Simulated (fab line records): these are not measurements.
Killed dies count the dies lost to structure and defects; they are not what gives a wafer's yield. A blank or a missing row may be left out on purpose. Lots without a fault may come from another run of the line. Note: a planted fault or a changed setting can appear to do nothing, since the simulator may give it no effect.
Chamber matching	flow nand_harc	cmp-03 running NHARC_A_CONTACT_CMP_20: 4 sister chambers
The step polishes, t overpolish 30 s, target thk 300 nm. 8 wafers are shown with their chamber, then 7 later ones without.

== WAFERS, EACH WITH ITS CHAMBER ==
wafer	chamber	motor_current_A (A)	time_to_endpoint_s (s)
L076.3	0	13.2	60.1
L085.4	3	12.9	64.8
L085.6	1	11.3	61.3
L089.3	3	12.7	60.6
L089.4	2	11.1	60.5
L089.6	0	13.6	57.1
L092.2	1	11.1	61.5
L092.3	2	10.2	64.3

== WAFERS WITH NO CHAMBER GIVEN ==
wafer	motor_current_A (A)	time_to_endpoint_s (s)
L092.4	13.9	61.4
L093.2	11.1	60.4
L093.4	10.4	65.1
L093.6	13.8	61.3
L094.1	10.9	56.8
L094.5	13.7	62.0
L094.6	13.4	57.7

== EACH ONE'S CHAMBER ==
wafer	from the rows above	in truth
L092.4	can't be placed: 0 or 3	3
L093.2	can't be placed: 1 or 2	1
L093.4	can't be placed: 2 or 1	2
L093.6	can't be placed: 0 or 3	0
L094.1	can't be placed: 1 or 2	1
L094.5	can't be placed: 0 or 3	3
L094.6	0	0
Correctly placed: 1 of 7. Not placeable from these rows: 6 (in 6, the candidates include the true chamber). 0 placed wrongly.
How it was worked out, from the rows above alone: a wafer's distance from a chamber is the root of the sum, over the readings, of the square of ((its reading less the chamber's mean) divided by the reading's scatter). The wafer belongs to the nearest chamber; if the next one is less than 2 further off, it can't be placed. A chamber's mean is the mean of its shown wafers. The scatter: take each reading less its chamber's mean, square it, sum over the shown wafers, divide by the number of wafers less the number of chambers, and take the root.
